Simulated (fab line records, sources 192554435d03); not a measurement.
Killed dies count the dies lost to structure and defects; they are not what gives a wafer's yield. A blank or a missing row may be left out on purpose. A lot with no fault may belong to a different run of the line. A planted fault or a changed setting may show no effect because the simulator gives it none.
Chamber matching | flow n5Finfet | N5_DUMMY_GATE_ETCH_37 on rieDiel-06 has 4 sister chambers
The step etches SOC in N2/H2, target depth 60 nm, overetch 30 nm. 22 wafers are shown with their chamber, then 11 later ones without.

## EACH WAFER AND ITS CHAMBER
wafer  | chamber | drypumpMotorCurrentA (A) | showerheadPlenumPTorr (Torr) | rfVppV (V)
L076.3 | 0       | 5.4                      | 2.40                         | 520.2
L076.4 | 1       | 6.2                      | 2.50                         | 521.5
L076.5 | 3       | 6.0                      | 2.45                         | 520.6
L078.2 | 0       | 5.5                      | 2.40                         | 518.5
L078.4 | 2       | 5.9                      | 2.63                         | 525.6
L078.5 | 2       | 5.9                      | 2.63                         | 525.3
L084.1 | 1       | 6.2                      | 2.50                         | 522.5
L084.4 | 3       | 6.0                      | 2.44                         | 521.7
L084.6 | 2       | 5.9                      | 2.62                         | 527.7
L086.3 | 3       | 6.0                      | 2.44                         | 521.4
L086.4 | 0       | 5.5                      | 2.40                         | 520.2
L086.6 | 1       | 6.2                      | 2.50                         | 522.7
L088.3 | 2       | 5.9                      | 2.62                         | 524.7
L088.4 | 3       | 6.0                      | 2.44                         | 521.2
L088.5 | 1       | 6.2                      | 2.50                         | 522.6
L089.1 | 2       | 5.9                      | 2.62                         | 526.5
L089.2 | 1       | 6.2                      | 2.50                         | 522.0
L089.3 | 0       | 5.4                      | 2.39                         | 521.2
L089.4 | 3       | 6.0                      | 2.44                         | 522.3
L089.5 | 3       | 6.0                      | 2.44                         | 521.3
L089.6 | 0       | 5.5                      | 2.39                         | 519.2
L092.1 | 1       | 6.2                      | 2.49                         | 522.5

SIGNATURES, as means of the wafers listed above
reading               | chamber 0 | chamber 1 | chamber 2 | chamber 3 | scatter within a chamber
drypumpMotorCurrentA  | 5.460     | 6.200     | 5.900     | 6.000     | 0.0258
showerheadPlenumPTorr | 2.3960    | 2.4983    | 2.6240    | 2.4417    | 0.00475
rfVppV                | 519.860   | 522.300   | 525.960   | 521.417   | 0.831
Rule: for each reading, subtract the chamber's mean from the wafer's reading, divide by that reading's scatter and square the result; add these up over the readings and take the root, which gives the wafer's distance from the chamber. If the next closest chamber is less than 2 further off than the closest, the wafer can't be placed; otherwise it belongs to the closest. The scatter: take each reading less its chamber's mean, square it, sum over the shown wafers, divide by the number of wafers less the number of chambers, and take the root.

## WAFERS WHOSE CHAMBER IS MISSING
wafer  | drypumpMotorCurrentA (A) | showerheadPlenumPTorr (Torr) | rfVppV (V)
L092.2 | 6.0                      | 2.43                         | 522.1
L092.3 | 5.9                      | 2.62                         | 527.2
L092.4 | 5.5                      | 2.39                         | 519.4
L092.5 | 5.9                      | 2.62                         | 525.5
L092.6 | 6.0                      | 2.43                         | 521.5
L096.1 | 6.0                      | 2.43                         | 522.4
L096.4 | 5.9                      | 2.43                         | 521.7
L096.6 | 5.5                      | 2.39                         | 521.2
L097.2 | 6.0                      | 2.43                         | 520.5
L097.5 | 5.9                      | 2.61                         | 525.2
L097.6 | 6.2                      | 2.49                         | 520.9

## CHAMBER TAKEN BY EACH
wafer  | from the rows above | in truth
L092.2 | 3                   | 3
L092.3 | 2                   | 2
L092.4 | 0                   | 0
L092.5 | 2                   | 2
L092.6 | 3                   | 3
L096.1 | 3                   | 3
L096.4 | 3                   | 3
L096.6 | 0                   | 0
L097.2 | 3                   | 3
L097.5 | 2                   | 2
L097.6 | 1                   | 1
Correct placement for 11 of the 11. Can't be placed from these rows: 0. 0 placed wrongly.
